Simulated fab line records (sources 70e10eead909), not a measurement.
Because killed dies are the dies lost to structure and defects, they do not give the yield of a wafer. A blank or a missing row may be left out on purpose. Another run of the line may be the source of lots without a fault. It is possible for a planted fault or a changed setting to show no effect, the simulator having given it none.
fab line records	flow nandHarc
[record] lots = 6	wafers = 18	lastDay = 24
route steps=1159 shown THIN_TSV@1113 END@1159
lots with no fault: from the same line, run without faults
startH: hours from the record's first day to the start of the lot's first wafer shown	waitH: hours since the lot's step before	" repeats the value in the row above	L1.1+2: one row covering several wafers at once	- no value, or no start given	* or withheld: withheld	< > ~ a bound
route shown NAME@n: a module of which the file shows steps, and the number in the route of the first	usual: mean and standard deviation over wafers with no fault	same: alike in all rows	chamber/n: place in a boat	sites: per-site readings	_std_site: the standard deviation of these	_edge_site: the outer-site mean with the inner-site mean subtracted	radiusMm: how far each site lies from the wafer's centre	mask NAME#n: copy n	behind: the last tool/chamber to shape the wafer	hold: why the lot went on hold/how many hours it stayed there/how the hold came to an end	device: the transistor (n, p or np) that didn't switch	end of line: tests of these same wafers at the route's end	a step without rows: its recipe alone	killed: at the first sort, the dies lost to defects and structure; wafer yield is something else	map: per-die view of a wafer (x killed, . not killed, _ where there is no die)
set.NAME: the run value of the setting; set.NAME@STEP: its run value at that earlier step	model.NAME: the simulator's own value behind a step, which no gauge read
lots at selected steps of the route; one table per step, one row per wafer
services: from which hour (startH, from the record's first day; less than 0 if before it) a tool's chamber was out of use, for how many hours, and why
[[steps]]
[step NHARC_THIN_TSV_EXPOSE_09]
[recipe] na = 0.55	doseMj = 30.7	maskId = TSV
[step NHARC_THIN_TSV_PEB_10]
[recipe] pebTempC = 118	pebTimeS = 85
[step NHARC_THIN_TSV_DEVELOP_11]
[recipe] timeS = 70
[step NHARC_THIN_TSV_CD_MEAS_12]
[recipe] targetCdNm = 1000	landingEnergyEv = 500
[usual] cdNm = 1000.6/2.2
[same] landingEnergyEv = 500
lot.wafer	tool	chamber	startH	waitH	cdNm
L341.1	cdSem-01	0	442.21	-	995.0
L341.3	"	0	"	"	996.1
L341.5	"	0	"	"	1001.8
L345.1	cdSem-03	0	460.94	-	999.1
L345.4	"	0	"	"	998.7
L345.6	"	0	"	"	1000.6
L352.1	cdSem-02	0	522.96	-	1000.4
L352.2	"	0	"	"	999.1
L352.6	"	0	"	"	998.7
L354.2	cdSem-01	0	535.76	-	999.0
L354.4	"	0	"	"	1000.0
L354.5	"	0	"	"	999.8
L358.2	cdSem-03	0	544.46	-	1002.4
L358.3	"	0	"	"	1000.5
L358.4	"	0	"	"	1001.4
L359.3	cdSem-03	0	545.94	-	1000.6
L359.5	"	0	"	"	999.6
L359.6	"	0	"	"	1000.4
[step NHARC_THIN_TSV_HARDBAKE_13]
[recipe] tempC = 125	timeS = 80
[step NHARC_THIN_TSV_DESCUM_14]
[recipe] timeS = 3	o2FlowSccm = 200	arFlowSccm = 0	biasPowerW = 0	chemistry = O2
[usual] chamberPressureMTorr = 60.00/0.056	drypumpMotorCurrentA = 5.7/0.42	oesProductAu = 1.004/0.012	rfVppV = 57.7/0.89	showerheadPlenumPTorr = 1.90/0.087	throttleValvePct = 11.312/0.0086
lot.wafer	tool	chamber	startH	waitH	chamberPressureMTorr	drypumpMotorCurrentA	oesProductAu	rfHoursCounterH	rfVppV	showerheadPlenumPTorr	throttleValvePct
L341.1	rieDiel-02	1	442.38	-	59.98	5.7	1.005	9	57.5	1.95	11.304
L341.3	"	2	"	"	60.09	5.6	0.999	7	58.2	2.01	11.315
L341.5	"	1	"	"	60.05	5.7	1.006	-	58.3	1.95	11.297
L345.4	rieDiel-08	3	461.10	-	60.01	5.4	1.001	15	58.3	1.84	11.306
L345.1	"	0	"	"	59.94	6.4	0.998	16	59.3	2.00	11.311
L345.6	"	3	"	"	60.03	5.4	0.994	-	57.9	1.84	11.318
L352.1	rieDiel-13	0	523.12	-	59.98	5.9	0.995	2	56.2	1.78	11.324
L352.2	"	2	"	"	59.98	6.1	1.028	1	56.8	1.78	11.306
L352.6	"	0	"	"	60.03	5.9	1.007	-	57.4	1.78	11.297
L354.4	rieDiel-08	2	535.93	-	60.00	5.2	1.028	5	58.2	1.80	11.323
L354.2	"	3	"	"	60.05	5.4	0.997	5	57.8	1.83	11.310
L354.5	"	2	"	"	60.05	5.2	1.019	-	56.0	1.80	11.303
L358.4	rieDiel-08	2	544.62	-	60.00	5.2	1.017	7	57.7	1.80	11.307
L358.2	"	3	"	"	59.97	5.4	0.988	6	55.8	1.83	11.300
L358.3	"	1	"	"	60.01	6.2	1.002	7	58.7	1.89	11.328
L359.3	rieDiel-13	0	546.10	-	59.99	5.9	0.998	4	58.7	1.78	11.310
L359.5	"	3	"	"	60.02	5.9	1.009	-	58.7	1.95	11.314
L359.6	"	0	"	"	59.98	5.9	1.004	-	57.3	1.78	11.304
[step NHARC_THIN_TSV_ETCH_44]
[recipe] targetDepthA = 15942	timeS = 797.1	cf4FlowSccm = 150	o2FlowSccm = 10	arFlowSccm = 0	rfW = 300	biasW = 800	chemistry = CF4/O2
[usual] biasW = 800.0/2.2	chamberPressureMTorr = 29.998/0.028	drypumpMotorCurrentA = 5.7/0.44	oesProductAu = 1.004/0.012	rfVppV = 794/4.9	showerheadPlenumPTorr = 1.82/0.079	throttleValvePct = 16.916/0.0089
lot.wafer	tool	chamber	startH	waitH	biasW	chamberPressureMTorr	drypumpMotorCurrentA	oesProductAu	rfHoursCounterH	rfVppV	showerheadPlenumPTorr	throttleValvePct
L341.1	rieDiel-02	3	442.51	0.1	799.6	30.035	4.8	1.007	8	800	1.92	16.901
L341.3	"	0	"	"	801.7	29.985	5.5	1.002	9	798	1.87	16.906
L341.5	"	2	"	"	798.5	29.982	5.6	0.996	-	798	1.91	16.906
L345.4	rieDiel-08	3	461.24	0.1	800.2	29.990	5.4	1.006	15	790	1.76	16.908
L345.1	"	0	"	"	805.1	30.011	6.4	1.005	17	799	1.91	16.918
L345.6	"	2	"	"	801.7	29.980	5.2	0.996	-	788	1.73	16.909
L352.1	rieDiel-13	1	523.26	0.1	801.5	30.038	5.8	0.998	2	797	1.90	16.909
L352.2	"	2	"	"	799.6	29.987	6.0	1.027	2	787	1.71	16.901
L352.6	"	1	"	"	803.1	29.953	5.8	0.979	-	797	1.90	16.917
L354.2	rieDiel-08	0	536.00	0.1	802.5	30.059	6.4	1.016	5	797	1.91	16.917
L354.4	"	2	"	"	794.9	29.940	5.2	1.011	5	788	1.73	16.906
L354.5	"	1	"	"	802.2	29.943	6.2	1.010	-	793	1.81	16.921
L358.2	rieDiel-08	2	544.79	0.2	799.2	29.976	5.2	1.023	7	788	1.73	16.905
L358.4	"	3	"	"	802.2	30.033	5.4	1.005	6	789	1.76	16.914
L358.3	"	1	"	"	796.5	30.039	6.2	1.014	7	793	1.81	16.918
L359.3	rieDiel-13	0	546.18	0.1	798.5	30.011	5.9	0.998	4	786	1.72	16.932
L359.5	"	0	"	"	804.3	29.994	5.9	1.010	-	786	1.72	16.927
L359.6	"	1	"	"	802.3	29.976	5.8	0.981	-	799	1.90	16.905
[step NHARC_THIN_TSV_ETCH_15]
[recipe] targetDepthA = 30000	boschTargetOveretchCycles = 2	boschEtchStepS = 2.8	boschDepStepS = 1.2	boschCycles = 14
[usual] drypumpMotorCurrentA = 5.7/0.38
lot.wafer	tool	chamber	startH	waitH	drypumpMotorCurrentA	rfHoursCounterH
L341.1	rieSi-04	3	443.04	-	5.6	1.6
L341.3	"	2	"	"	5.4	1.5
L341.5	"	3	"	"	5.6	-
L345.4	rieSi-06	1	461.76	-	5.2	1.0
L345.1	"	2	"	"	6.1	0.9
L345.6	"	2	"	"	6.1	-
L352.2	rieSi-04	0	523.79	-	6.0	0.5
L352.1	"	1	"	"	6.1	0.5
L352.6	"	0	"	"	6.0	-
L354.4	rieSi-04	2	536.57	-	5.4	0.8
L354.2	"	3	"	"	5.6	0.7
L354.5	"	3	"	"	5.6	-
L358.2	rieSi-04	1	545.37	-	6.0	0.7
L358.3	"	2	"	"	5.4	0.8
L358.4	"	3	"	"	5.6	0.8
L359.3	rieSi-06	1	546.78	-	5.2	0.0
L359.5	"	1	"	"	5.2	-
L359.6	"	2	"	"	6.1	-
[step NHARC_THIN_TSV_CD_MEAS_16]
[usual] cdNm = 1000.7/2.5
lot.wafer	tool	chamber	startH	waitH	cdNm
L341.1	cdSem-02	-	443.19	0.1	995.4
L341.3	"	-	"	"	997.5
L341.5	"	-	"	"	1002.6
L345.1	cdSem-02	-	461.90	0.1	999.2
L345.4	"	-	"	"	998.9
L345.6	"	-	"	"	999.8
L352.1	cdSem-02	-	523.92	0.1	1000.3
L352.2	"	-	"	"	999.2
L352.6	"	-	"	"	999.1
L354.2	cdSem-01	-	536.72	0.1	997.8
L354.4	"	-	"	"	1000.2
L354.5	"	-	"	"	999.2
L358.2	cdSem-03	-	545.52	0.1	1000.4
L358.3	"	-	"	"	998.8
L358.4	"	-	"	"	1001.6
L359.3	cdSem-03	-	546.93	0.1	1001.2
L359.5	"	-	"	"	1000.1
L359.6	"	-	"	"	1000.7
[step NHARC_THIN_TSV_STRIP_45]
[recipe] powerW = 1500	tempC = 250	chemistry = O2
[usual] drypumpMotorCurrentA = 5.6/0.34	heaterPowerW = 314/19	rfReflPowerW = 21/4.2
lot.wafer	tool	chamber	startH	waitH	drypumpMotorCurrentA	heaterPowerW	rfHoursCounterH	rfReflPowerW
L341.1	plasmaAsher-02	1	443.31	0.1	5.6	298	24	26
L341.3	"	1	"	"	5.6	298	-	26
L341.5	"	0	"	"	5.3	319	-	14
L345.1	plasmaAsher-02	1	461.98	0.1	5.7	294	32	-
L345.4	"	1	"	"	5.6	296	-	-
L345.6	"	0	"	"	5.2	311	-	-
L352.2	plasmaAsher-02	0	524.00	0.1	5.3	320	51	15
L352.1	"	1	"	"	5.6	297	51	26
L352.6	"	0	"	"	5.3	318	-	14
L354.2	plasmaAsher-01	0	536.84	0.1	5.4	347	25	23
L354.4	"	0	"	"	5.4	342	-	21
L354.5	"	0	"	"	5.3	333	-	23
L358.2	plasmaAsher-01	1	546.94	1.4	6.1	301	34	19
L358.3	"	0	"	"	5.4	340	-	23
L358.4	"	1	"	"	6.1	303	-	19
L359.3	plasmaAsher-02	1	547.98	1.1	5.6	302	-	-
L359.5	"	1	"	"	5.7	305	-	-
L359.6	"	0	"	"	5.3	311	-	-
[step NHARC_THIN_TSV_STRIP_46]
[recipe] timeS = 1200	tempC = 72.5	chemistry = postEtchResidueRemover
[step NHARC_THIN_TSV_DEP_47]
[recipe] targetThkA = 2000	tempC = withheld	pressureTorr = 6.5	rfW = 900	teosFlowSccm = 161.4	flowSccm = 2650	targetThkNm = 200	gas = O2	material = SiO2
[usual] mfcPrecursorSccm = 161.4/0.49	throttleValvePct = 16.0/0.54
lot.wafer	tool	chamber	startH	waitH	mfcPrecursorSccm	throttleValvePct
L341.1	pecvd-01	0	444.17	-	160.8	16.2
L341.3	"	1	"	"	161.3	15.3
L341.5	"	0	"	"	160.6	16.3
L345.1	pecvd-01	0	462.95	-	161.1	16.2
L345.4	"	1	"	"	161.1	15.5
L345.6	"	2	"	"	162.3	16.7
L352.1	pecvd-01	0	524.80	-	161.0	16.3
L352.2	"	2	"	"	161.2	16.7
L352.6	"	2	"	"	162.1	16.5
L354.2	pecvd-02	0	537.72	-	160.9	16.5
L354.4	"	0	"	"	162.6	16.2
L354.5	"	1	"	"	161.4	15.8
L358.2	pecvd-02	0	547.69	-	161.2	16.6
L358.3	"	1	"	"	160.9	15.7
L358.4	"	1	"	"	160.7	15.8
L359.3	pecvd-02	2	548.78	-	161.8	15.5
L359.6	"	1	"	"	160.3	15.9
L359.5	"	2	"	"	161.9	15.2
[step NHARC_THIN_TSV_ETCHBACK_48]
[recipe] targetDepthA = 10285	overEtchFrac = 0.3	timeS = 405.17	ionEnergyEv = 250	c4f8FlowSccm = withheld	arFlowSccm = withheld	rfW = 600	biasW = 300	chemistry = C4F8/Ar
[usual] biasW = 300.1/0.95	chamberPressureMTorr = 25.002/0.022	oesProductAu = 0.96/0.034	rfVppV = 547/3.4
lot.wafer	tool	chamber	startH	waitH	biasW	chamberPressureMTorr	oesProductAu	rfHoursCounterH	rfVppV
L341.3	rieDiel-13	0	444.61	-	300.8	25.030	0.92	11	542
L341.1	"	2	"	"	302.0	25.014	0.94	9	542
L341.5	"	0	"	"	300.5	25.016	0.93	-	543
L345.4	rieDiel-08	0	463.26	-	300.4	25.029	0.92	17	550
L345.1	"	3	"	"	298.9	24.987	0.92	16	544
L345.6	"	0	"	"	299.6	25.020	0.93	-	551
L352.1	rieDiel-08	2	525.30	-	299.1	25.016	0.82	3	544
L352.2	"	3	"	"	300.5	25.002	0.98	3	543
L352.6	"	1	"	"	301.8	25.032	0.82	-	546
L354.4	rieDiel-08	2	538.07	-	300.3	25.006	0.78	6	543
L354.2	"	3	"	"	299.5	24.998	0.92	6	544
L354.5	"	2	"	"	299.8	24.976	0.95	-	540
L358.3	rieDiel-02	3	548.08	-	300.1	25.017	1.01	2	549
L358.2	"	2	"	"	298.8	25.021	1.00	2	551
L358.4	"	1	"	"	298.7	25.011	1.02	-	547
L359.3	rieDiel-13	2	549.12	-	301.6	24.963	0.95	4	542
L359.6	"	1	"	"	300.7	25.007	0.93	-	549
L359.5	"	2	"	"	300.6	25.002	0.95	-	542
[step NHARC_THIN_TSV_STRIP_62]
[recipe] powerW = 1500	tempC = 250	timeS = 20	chemistry = N2/H2
[step NHARC_END_SORT_01]
[recipe] tempC = 25
[usual] defectLimitedYield = 95.0/1.6	killedAtArray = 30/10	killedAtOther = 0.5/0.82	killedAtPeriphery = 2.9/2	killedDies = 34/11	killedOpen = 3.2/1.8	killedShort = 2.0/1.4	sort_bin_2_pct = 1.5/0.68	sort_bin_3_pct = 0.28/0.21	sort_bin_4_pct = 3.1/0.97	sortNPass = 643/11	sortRimYieldPct = 94.6/2.9	sortYieldPct = 95.0/1.6
[same] grossDies = 677	sort_bin_5_pct[%] = 0	sort_bin_6_pct[%] = 0	sort_bin_7_pct[%] = 0	sort_bin_8_pct[%] = 0	sortRimNGross = 106.00
lot.wafer	tool	chamber	startH	waitH	hold	defectLimitedYield[%]	killedAtArray	killedAtOther	killedAtPeriphery	killedDies	killedOpen	killedShort	sort_bin_2_pct[%]	sort_bin_3_pct[%]	sort_bin_4_pct[%]	sortNPass	sortRimYieldPct[%]	sortYieldPct[%]
L341.1	prober-02	0	466.05	2.5	-	97.2	17	1	1	19	5	0	1.0	0.15	1.6	658	98.1	97.2
L341.3	prober-02	0	467.63	3.1	-	98.4	10	0	1	11	1	1	0.4	0.15	1.0	666	98.1	98.4
L341.5	prober-02	0	469.21	3.7	-	98.8	8	0	0	8	1	3	0.1	0.15	0.9	669	100.0	98.8
L345.1	prober-01	0	481.84	2.5	-	94.4	33	2	3	38	6	5	1.5	0.15	4.0	639	93.4	94.4
L345.4	prober-01	0	484.21	3.4	-	95.3	25	1	6	32	1	4	0.9	0	3.8	645	98.1	95.3
L345.6	prober-01	0	485.80	4.0	-	97.5	14	0	3	17	1	1	0.6	0.15	1.8	660	98.1	97.5
L352.1	prober-02	0	544.01	2.5	awaitDispo/6.2h/release	0	46	630	1	677	2	2	96.0	0.15	3.8	0	0	0
L352.2	prober-02	0	544.82	2.8	awaitDispo/6.2h/release	93.6	40	0	3	43	1	1	2.2	0	4.1	634	92.5	93.6
L352.6	prober-02	0	548.07	4.1	awaitDispo/6.2h/release	0	32	641	4	677	4	3	95.4	0.15	4.4	0	0	0
L354.2	prober-02	0	552.69	2.8	awaitDispo/3.0h/release	95.0	31	1	2	34	2	1	1.2	0.44	3.4	643	95.3	95.0
L354.4	prober-02	0	554.28	3.4	awaitDispo/3.0h/release	0	33	643	1	677	5	3	95.9	0	4.1	0	0	0
L354.5	prober-02	0	555.07	3.7	awaitDispo/3.0h/release	95.4	30	0	1	31	1	3	1.0	0.44	3.1	646	99.1	95.4
L358.2	prober-01	0	567.16	2.8	-	89.7	63	0	7	70	4	1	4.3	0.89	5.2	607	93.4	89.7
L358.3	prober-01	0	567.95	3.1	-	93.9	39	0	2	41	1	2	1.9	0.30	3.8	636	92.5	93.9
L358.4	prober-01	0	568.74	3.4	-	92.9	43	0	5	48	1	4	2.4	0.30	4.4	629	92.5	92.9
L359.3	prober-01	0	575.79	3.1	-	95.7	25	1	3	29	1	2	0.7	0.15	3.4	648	93.4	95.7
L359.5	prober-01	0	577.39	3.7	-	96.2	24	1	1	26	3	2	0.7	0	3.1	651	97.2	96.2
L359.6	prober-01	0	578.19	4.0	-	95.1	29	1	3	33	6	2	1.3	0	3.5	644	89.6	95.1
// killed by level:class
L341.1 A_CHANNEL_HOLE_D1:chamberFilmFlake=5 A_ZERO_WELL:chamberFilmFlake=3 A_STAIRCASE:chamberFilmFlake=3 P_M1:geometricParticle:open=1 A_CHANNEL_HOLE_D1:geometricParticle:open=1 A_SGD_CUT:geometricParticle:open=1 A_CONTACT:geometricParticle:open=1 STARTING-WAFER:geometricParticle:open=1
L341.3 A_CHANNEL_HOLE_D1:chamberFilmFlake=5 A_ZERO_WELL:chamberFilmFlake=2 P_CONTACT:geometricParticle:short=1 A_ONON_D1:geometricParticle:open=1 A_STAIRCASE:chamberFilmFlake=1 A_WL_FILL:chamberFilmFlake=1
L341.5 A_WL_FILL:geometricParticle:short=2 A_CONTACT:chamberFilmFlake=2 A_CONTACT:geometricParticle:short=1 A_BLC:geometricParticle:open=1 A_STAIRCASE:chamberFilmFlake=1 A_WL_FILL:chamberFilmFlake=1
L345.1 A_CONTACT:chamberFilmFlake=8 A_WL_FILL:chamberFilmFlake=6 A_CHANNEL_HOLE_D1:chamberFilmFlake=3 A_STAIRCASE:chamberFilmFlake=3 A_ONON_D1:geometricParticle:open=2 A_CHANNEL_HOLE_D1:geometricParticle:open=2 A_CHANNEL_FILL_D1:geometricParticle:short=2 A_M0:geometricParticle:open=2
L345.4 A_CONTACT:chamberFilmFlake=9 A_CHANNEL_HOLE_D1:chamberFilmFlake=5 P_CONTACT:chamberFilmFlake=4 A_STAIRCASE:chamberFilmFlake=4 A_ONON_D1:geometricParticle:short=2 A_ZERO_WELL:chamberFilmFlake=2 A_WL_FILL:chamberFilmFlake=2 P_CONTACT:geometricParticle:open=1
L345.6 A_CONTACT:chamberFilmFlake=5 A_STAIRCASE:chamberFilmFlake=4 A_WL_FILL:chamberFilmFlake=3 P_CONTACT:chamberFilmFlake=2 P_M0:geometricParticle:short=1 A_CONTACT:geometricParticle:open=1 A_CHANNEL_HOLE_D1:chamberFilmFlake=1
L352.1 THIN_TSV:areaEtchback=630 A_SLIT:chamberFilmFlake=14 A_CHANNEL_HOLE_D1:chamberFilmFlake=12 A_CONTACT:chamberFilmFlake=11 A_STAIRCASE:chamberFilmFlake=5 P_M1:geometricParticle:open=1 A_SOURCE_PLATE:geometricParticle:short=1 A_CHANNEL_FILL_D1:geometricParticle:open=1
L352.2 A_CHANNEL_HOLE_D1:chamberFilmFlake=14 A_SLIT:chamberFilmFlake=13 A_STAIRCASE:chamberFilmFlake=5 A_CONTACT:chamberFilmFlake=5 P_GATE:chamberFilmFlake=2 A_SGD_CUT:geometricParticle:short=1 A_WL_FILL:geometricParticle:open=1 P_M1:chamberFilmFlake=1
L352.6 THIN_TSV:areaEtchback=640 A_CHANNEL_HOLE_D1:chamberFilmFlake=9 A_SLIT:chamberFilmFlake=9 A_STAIRCASE:chamberFilmFlake=5 A_CONTACT:chamberFilmFlake=4 P_GATE:chamberFilmFlake=2 P_GATE:geometricParticle:short=1 P_M0:geometricParticle:open=1
L354.2 A_SLIT:chamberFilmFlake=15 A_CHANNEL_HOLE_D1:chamberFilmFlake=6 A_STAIRCASE:chamberFilmFlake=3 A_CONTACT:chamberFilmFlake=2 A_BLC:chamberFilmFlake=2 A_ONON_D1:geometricParticle:open=1 A_CHANNEL_FILL_D1:geometricParticle:short=1 A_BLC:geometricParticle:open=1
L354.4 THIN_TSV:areaEtchback=643 A_SLIT:chamberFilmFlake=11 A_CHANNEL_HOLE_D1:chamberFilmFlake=8 A_BLC:chamberFilmFlake=5 A_CHANNEL_HOLE_D1:geometricParticle:short=2 A_CONTACT:chamberFilmFlake=2 P_GATE:geometricParticle:open=1 A_ONON_D1:geometricParticle:open=1
L354.5 A_SLIT:chamberFilmFlake=12 A_CHANNEL_HOLE_D1:chamberFilmFlake=6 A_BLC:chamberFilmFlake=3 A_WL_FILL:geometricParticle:short=2 A_CHANNEL_FILL_D1:chamberFilmFlake=2 A_STAIRCASE:chamberFilmFlake=2 A_CHANNEL_FILL_D1:geometricParticle:open=1 A_BLC:geometricParticle:short=1
L358.2 A_SLIT:chamberFilmFlake=29 A_CHANNEL_HOLE_D1:chamberFilmFlake=23 P_M2:chamberFilmFlake=4 A_CONTACT:chamberFilmFlake=3 A_STAIRCASE:chamberFilmFlake=2 A_ZERO_WELL:chamberFilmFlake=2 P_M0:geometricParticle:open=1 A_SOURCE_PLATE:geometricParticle:short=1
L358.3 A_SLIT:chamberFilmFlake=17 A_CHANNEL_HOLE_D1:chamberFilmFlake=11 A_CONTACT:chamberFilmFlake=5 A_STAIRCASE:chamberFilmFlake=3 P_CONTACT:geometricParticle:short=1 A_CHANNEL_FILL_D1:geometricParticle:short=1 A_M1:geometricParticle:open=1 P_M2:chamberFilmFlake=1
L358.4 A_SLIT:chamberFilmFlake=21 A_CHANNEL_HOLE_D1:chamberFilmFlake=15 A_CONTACT:chamberFilmFlake=6 P_CONTACT:geometricParticle:short=1 P_M0:geometricParticle:open=1 P_M0:geometricParticle:short=1 P_M1:geometricParticle:short=1 A_CHANNEL_FILL_D1:geometricParticle:short=1
L359.3 A_CHANNEL_HOLE_D1:chamberFilmFlake=14 A_CONTACT:chamberFilmFlake=5 A_M0:chamberFilmFlake=3 P_CONTACT:geometricParticle:open=1 A_ONON_D1:geometricParticle:short=1 A_CHANNEL_FILL_D1:geometricParticle:short=1 P_ZERO_WELL:chamberFilmFlake=1 P_GATE:chamberFilmFlake=1
L359.5 A_CHANNEL_HOLE_D1:chamberFilmFlake=12 A_CONTACT:chamberFilmFlake=4 A_M0:chamberFilmFlake=2 A_CHANNEL_FILL_D1:geometricParticle:short=1 A_CHANNEL_FILL_D1:geometricParticle:open=1 A_WL_FILL:geometricParticle:open=1 A_CONTACT:geometricParticle:open=1 A_M0:geometricParticle:short=1
L359.6 A_CHANNEL_HOLE_D1:chamberFilmFlake=14 A_CONTACT:chamberFilmFlake=4 A_CONTACT:geometricParticle:open=2 P_M2:chamberFilmFlake=2 A_M0:chamberFilmFlake=2 A_ONON_D1:geometricParticle:short=1 A_ONON_D1:geometricParticle:open=1 A_CHANNEL_HOLE_D1:geometricParticle:open=1
// map L352.1 (x killed, . not)
____________x____________
_________xxxxxxx_________
_______xxxxxxxxxxx_______
______xxxxxxxxxxxxx______
_____xxxxxxxxxxxxxxx_____
____xxxxxxxxxxxxxxxxx____
____xxxxxxxxxxxxxxxxx____
___xxxxxxxxxxxxxxxxxxx___
___xxxxxxxxxxxxxxxxxxx___
__xxxxxxxxxxxxxxxxxxxxx__
__xxxxxxxxxxxxxxxxxxxxx__
_xxxxxxxxxxxxxxxxxxxxxxx_
_xxxxxxxxxxxxxxxxxxxxxxx_
_xxxxxxxxxxxxxxxxxxxxxxx_
_xxxxxxxxxxxxxxxxxxxxxxx_
_xxxxxxxxxxxxxxxxxxxxxxx_
xxxxxxxxxxxxxxxxxxxxxxxxx
xxxxxxxxxxxxxxxxxxxxxxxxx
xxxxxxxxxxxxxxxxxxxxxxxxx
xxxxxxxxxxxxxxxxxxxxxxxxx
xxxxxxxxxxxxxxxxxxxxxxxxx
_xxxxxxxxxxxxxxxxxxxxxxx_
_xxxxxxxxxxxxxxxxxxxxxxx_
_xxxxxxxxxxxxxxxxxxxxxxx_
_xxxxxxxxxxxxxxxxxxxxxxx_
_xxxxxxxxxxxxxxxxxxxxxxx_
__xxxxxxxxxxxxxxxxxxxxx__
__xxxxxxxxxxxxxxxxxxxxx__
___xxxxxxxxxxxxxxxxxxx___
___xxxxxxxxxxxxxxxxxxx___
____xxxxxxxxxxxxxxxxx____
____xxxxxxxxxxxxxxxxx____
_____xxxxxxxxxxxxxxx_____
______xxxxxxxxxxxxx______
_______xxxxxxxxxxx_______
_________xxxxxxx_________
____________x____________
// map L354.4 (x killed, . not)
____________x____________
_________xxxxxxx_________
_______xxxxxxxxxxx_______
______xxxxxxxxxxxxx______
_____xxxxxxxxxxxxxxx_____
____xxxxxxxxxxxxxxxxx____
____xxxxxxxxxxxxxxxxx____
___xxxxxxxxxxxxxxxxxxx___
___xxxxxxxxxxxxxxxxxxx___
__xxxxxxxxxxxxxxxxxxxxx__
__xxxxxxxxxxxxxxxxxxxxx__
_xxxxxxxxxxxxxxxxxxxxxxx_
_xxxxxxxxxxxxxxxxxxxxxxx_
_xxxxxxxxxxxxxxxxxxxxxxx_
_xxxxxxxxxxxxxxxxxxxxxxx_
_xxxxxxxxxxxxxxxxxxxxxxx_
xxxxxxxxxxxxxxxxxxxxxxxxx
xxxxxxxxxxxxxxxxxxxxxxxxx
xxxxxxxxxxxxxxxxxxxxxxxxx
xxxxxxxxxxxxxxxxxxxxxxxxx
xxxxxxxxxxxxxxxxxxxxxxxxx
_xxxxxxxxxxxxxxxxxxxxxxx_
_xxxxxxxxxxxxxxxxxxxxxxx_
_xxxxxxxxxxxxxxxxxxxxxxx_
_xxxxxxxxxxxxxxxxxxxxxxx_
_xxxxxxxxxxxxxxxxxxxxxxx_
__xxxxxxxxxxxxxxxxxxxxx__
__xxxxxxxxxxxxxxxxxxxxx__
___xxxxxxxxxxxxxxxxxxx___
___xxxxxxxxxxxxxxxxxxx___
____xxxxxxxxxxxxxxxxx____
____xxxxxxxxxxxxxxxxx____
_____xxxxxxxxxxxxxxx_____
______xxxxxxxxxxxxx______
_______xxxxxxxxxxx_______
_________xxxxxxx_________
____________x____________
[[services]]
tool	chamber	startH	hours	kind
pecvd-02	-	435.24	22.6	repair
rieDiel-08	0	440.77	-	clean
rieDiel-08	1	440.77	-	clean
rieDiel-08	2	440.77	-	clean
rieDiel-08	3	440.77	-	clean
rieSi-04	-	453.00	9.0	pm
plasmaAsher-01	-	453.00	9.0	pm
rieDiel-08	0	465.27	-	clean
rieDiel-08	1	465.27	-	clean
rieDiel-08	3	471.99	20.8	repair
rieDiel-13	2	472.10	4.7	repair
rieDiel-13	-	480.02	9.0	pm
pecvd-01	-	482.25	5.7	repair
rieDiel-02	-	484.34	0.2	repair
rieDiel-08	-	486.27	9.0	pm
rieSi-06	3	498.62	4.8	repair
rieSi-06	1	502.97	2.1	repair
rieDiel-02	-	504.70	9.0	pm
rieSi-06	0	509.51	9.2	repair
pecvd-02	-	515.22	13.0	pm
rieDiel-02	0	527.82	34.6	repair
rieSi-06	-	534.33	0.7	repair
rieSi-06	-	537.00	9.0	pm
plasmaAsher-02	-	537.56	9.0	pm
[[key]]
[firstSign] step = NHARC_THIN_TSV_ETCHBACK_48	reading = oesProductAu	direction = down	sigmas = 4.5	usual = 0.96	struck = 0.81
[effect] step = NHARC_END_SORT_01	reading = killedAtOther	direction = up	sigmas = 99+	usual = 0.5	struck = 638
[moreKillsBornAt] NHARC_THIN_TSV_ETCHBACK_48@rieDiel-08 = 1913
metAt NHARC_THIN_TSV_ETCHBACK_48
struckWafers L352.1,L352.6,L354.4
laterRowsLeftOut L352.1,L352.6,L354.4
onsetBetween 463.26 525.30
[fault] kind = processParameterDrift	tool = rieDiel-08	chamber = -	onsetH = 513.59	steps = NHARC_THIN_TSV_ETCHBACK_48	channel = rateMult	offset = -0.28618	shape = step	endH = 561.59	scope = struckWafersOnly
// laterRowsLeftOut: the simulator's readings of these wafers behind a module that went badly wrong aren't trusted and aren't shown, but for the sort
